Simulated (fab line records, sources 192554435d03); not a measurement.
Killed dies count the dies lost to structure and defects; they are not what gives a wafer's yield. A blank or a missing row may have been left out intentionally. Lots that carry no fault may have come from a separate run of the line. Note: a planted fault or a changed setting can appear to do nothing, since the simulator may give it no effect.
Matching of chambers :: flow n5 finfet :: rie si-04 running N5_DUMMY_GATE_ETCH_44: 4 sister chambers
The step etches poly-Si in HBr/O2, stops on SiO2, target depth 127.5 nm. 8 wafers are shown with their chamber, then 8 later ones without.

## EACH WAFER AND ITS CHAMBER
wafer: L079.1
chamber: 1
drypump motor current A (A): 5.7
throttle valve pct (%): 18.43

wafer: L079.5
chamber: 1
drypump motor current A (A): 5.7
throttle valve pct (%): 18.43

wafer: L086.2
chamber: 3
drypump motor current A (A): 5.9
throttle valve pct (%): 18.45

wafer: L086.6
chamber: 2
drypump motor current A (A): 6.7
throttle valve pct (%): 18.32

wafer: L090.2
chamber: 0
drypump motor current A (A): 6.3
throttle valve pct (%): 18.78

wafer: L090.3
chamber: 2
drypump motor current A (A): 6.7
throttle valve pct (%): 18.34

wafer: L090.4
chamber: 3
drypump motor current A (A): 5.9
throttle valve pct (%): 18.48

wafer: L091.3
chamber: 0
drypump motor current A (A): 6.2
throttle valve pct (%): 18.81

## WAFERS WITHOUT THEIR CHAMBER
wafer: L091.4
drypump motor current A (A): 5.9
throttle valve pct (%): 18.45

wafer: L091.6
drypump motor current A (A): 6.7
throttle valve pct (%): 18.33

wafer: L096.1
drypump motor current A (A): 5.7
throttle valve pct (%): 18.42

wafer: L096.2
drypump motor current A (A): 6.3
throttle valve pct (%): 18.78

wafer: L096.6
drypump motor current A (A): 6.7
throttle valve pct (%): 18.33

wafer: L097.1
drypump motor current A (A): 5.7
throttle valve pct (%): 18.42

wafer: L097.3
drypump motor current A (A): 5.9
throttle valve pct (%): 18.47

wafer: L097.5
drypump motor current A (A): 5.9
throttle valve pct (%): 18.45

## THE CHAMBER EACH PASSED THROUGH
wafer: L091.4
from the rows above: 3
in truth: 3

wafer: L091.6
from the rows above: 2
in truth: 2

wafer: L096.1
from the rows above: 1
in truth: 1

wafer: L096.2
from the rows above: 0
in truth: 0

wafer: L096.6
from the rows above: 2
in truth: 2

wafer: L097.1
from the rows above: 1
in truth: 1

wafer: L097.3
from the rows above: 3
in truth: 3

wafer: L097.5
from the rows above: 3
in truth: 3
8 of 8 placed correctly. Not placeable from these rows: 0. Wrongly placed: 0.
How it was worked out, from the rows above alone: a wafer's distance from a chamber is the root of the sum, over the readings, of the square of ((its reading less the chamber's mean) divided by the reading's scatter). If the next closest chamber is less than 2 further off than the closest, the wafer can't be placed; otherwise it belongs to the closest. A chamber's mean is the mean of its shown wafers. How the scatter is found: for the shown wafers, subtract from each reading the mean of its chamber, square and add these, divide the total by (wafers less chambers), then take the root.
